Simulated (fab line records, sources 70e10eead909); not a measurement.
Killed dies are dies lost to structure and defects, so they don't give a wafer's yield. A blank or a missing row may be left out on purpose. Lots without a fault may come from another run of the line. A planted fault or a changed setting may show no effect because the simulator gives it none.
Which tool did it? | flow nand_harc | 24 lots, 72 wafers sampled, at 2 steps of a route of 1302

WHAT THE GAUGES READ, wafer by wafer
NHARC_P_GATE_CD_MEAS_33. Usual: cd_nm 119 nm, standard deviation 3.1.
lot  | measured     | on        | cd_nm (nm)  | flag
L074 | day 5 08:04  | cd_sem-01 | 118 124 121 |
L075 | day 5 12:01  | cd_sem-01 | 119 126 121 |
L076 | day 6 05:23  | cd_sem-02 | 121 114 115 |
L077 | day 6 05:54  | cd_sem-03 | 127 122 124 |
L079 | day 7 03:11  | cd_sem-03 | 123 123 120 |
L078 | day 7 03:29  | cd_sem-03 | 118 114 121 |
L080 | day 7 12:17  | cd_sem-02 | 117 115 114 |
L081 | day 8 02:29  | cd_sem-01 | 122 121 120 |
L082 | day 8 06:56  | cd_sem-02 | 120 122 123 |
L083 | day 8 19:19  | cd_sem-01 | 122 125 121 |
L084 | day 9 06:40  | cd_sem-03 | 117 119 117 |
L085 | day 9 17:37  | cd_sem-03 | 121 115 121 |
L086 | day 9 23:16  | cd_sem-02 | 117 116 118 |
L087 | day 10 10:29 | cd_sem-01 | 118 118 120 |
L089 | day 11 02:16 | cd_sem-02 | 119 119 119 |
L088 | day 11 03:06 | cd_sem-02 | 118 123 124 |
L090 | day 12 02:34 | cd_sem-03 | 118 117 118 |
L091 | day 12 03:14 | cd_sem-03 | 125 122 119 |
L092 | day 12 10:33 | cd_sem-03 | 122 121 121 |
L093 | day 13 01:20 | cd_sem-02 | 126 123 121 |
L094 | day 13 05:55 | cd_sem-03 | 122 119 118 |
L095 | day 14 05:45 | cd_sem-03 | 118 117 123 |
L096 | day 14 08:29 | cd_sem-02 | 121 117 118 |
L097 | day 14 19:13 | cd_sem-03 | 124 121 120 |

WHICH TOOL RAN EACH LOT (tool, then ch and the chambers of the sampled wafers, then the start)
lot  | NHARC_P_GATE_DEP_103
L074 | pecvd-03 ch 0,2, day 5 06:32
L075 | pecvd-01 ch 1,2, day 5 10:24
L076 | pecvd-01 ch 0,1,2, day 6 03:43
L077 | pecvd-01 ch 0,1,2, day 6 04:22
L079 | pecvd-03 ch 0,1,2, day 7 01:38
L078 | pecvd-04 ch 0,2, day 7 01:52
L080 | pecvd-01 ch 0,2, day 7 10:44
L081 | pecvd-01 ch 0,1,2, day 8 00:55
L082 | pecvd-03 ch 0,2, day 8 05:17
L083 | pecvd-01 ch 1,2, day 8 17:38
L084 | pecvd-01 ch 0,1,2, day 9 05:01
L085 | pecvd-03 ch 0,2, day 9 15:48
L086 | pecvd-01 ch 0,1,2, day 9 21:37
L087 | pecvd-04 ch 0,1,2, day 10 08:17
L089 | pecvd-01 ch 0,1, day 11 00:44
L088 | pecvd-01 ch 0,1,2, day 11 01:29
L090 | pecvd-04 ch 0,1,2, day 12 00:55
L091 | pecvd-03 ch 0,1, day 12 01:38
L092 | pecvd-01 ch 0,1, day 12 09:04
L093 | pecvd-04 ch 0,1, day 12 23:40
L094 | pecvd-03 ch 0,1, day 13 04:22
L095 | pecvd-03 ch 0,1, day 14 04:05
L096 | pecvd-04 ch 0,1,2, day 14 06:49
L097 | pecvd-04 ch 0,2, day 14 17:43
- NHARC_P_GATE_DEP_103: deposits SiON, target thk 30 nm.

WHAT THE TOOLS THEMSELVES READ (means of the sampled wafers that have a number; where no wafer has one, the mark that the record gives instead)
NHARC_P_GATE_DEP_103. Usual: heater_power_w 777 W, standard deviation 140.
lot  | tool     | heater_power_w (W) | flag
L074 | pecvd-03 | 648                |
L075 | pecvd-01 | 848                |
L076 | pecvd-01 | 847                |
L077 | pecvd-01 | 870                |
L079 | pecvd-03 | 681                |
L078 | pecvd-04 | 666                |
L080 | pecvd-01 | 818                |
L081 | pecvd-01 | 918                |
L082 | pecvd-03 | 521                |
L083 | pecvd-01 | 988                |
L084 | pecvd-01 | 855                |
L085 | pecvd-03 | 678                |
L086 | pecvd-01 | 872                |
L087 | pecvd-04 | 712                |
L089 | pecvd-01 | 874                |
L088 | pecvd-01 | 914                |
L090 | pecvd-04 | 712                |
L091 | pecvd-03 | 739                |
L092 | pecvd-01 | 949                |
L093 | pecvd-04 | 688                |
L094 | pecvd-03 | 617                |
L095 | pecvd-03 | 587                |
L096 | pecvd-04 | 732                |
L097 | pecvd-04 | 735                |

THE ANSWER, worked out from the rows above alone
Rule: a lot is off if the mean of its wafers that have a number lies more than 3 standard deviations from the usual mean. A lot without any number at a reading at which 4 lots or more have one is off too. The other lots that the step has rows for count as sound. The gauges are gone through in route order, then the tools' own readings, and for those a lot's mean is taken as printed above. The first step at which some lot is off is used, and at that step the reading that is off furthest; a lot without a number counts as furthest.
No lot is off at any reading shown: from this, nothing can be told.

WHAT THE SIMULATOR HAD PUT IN
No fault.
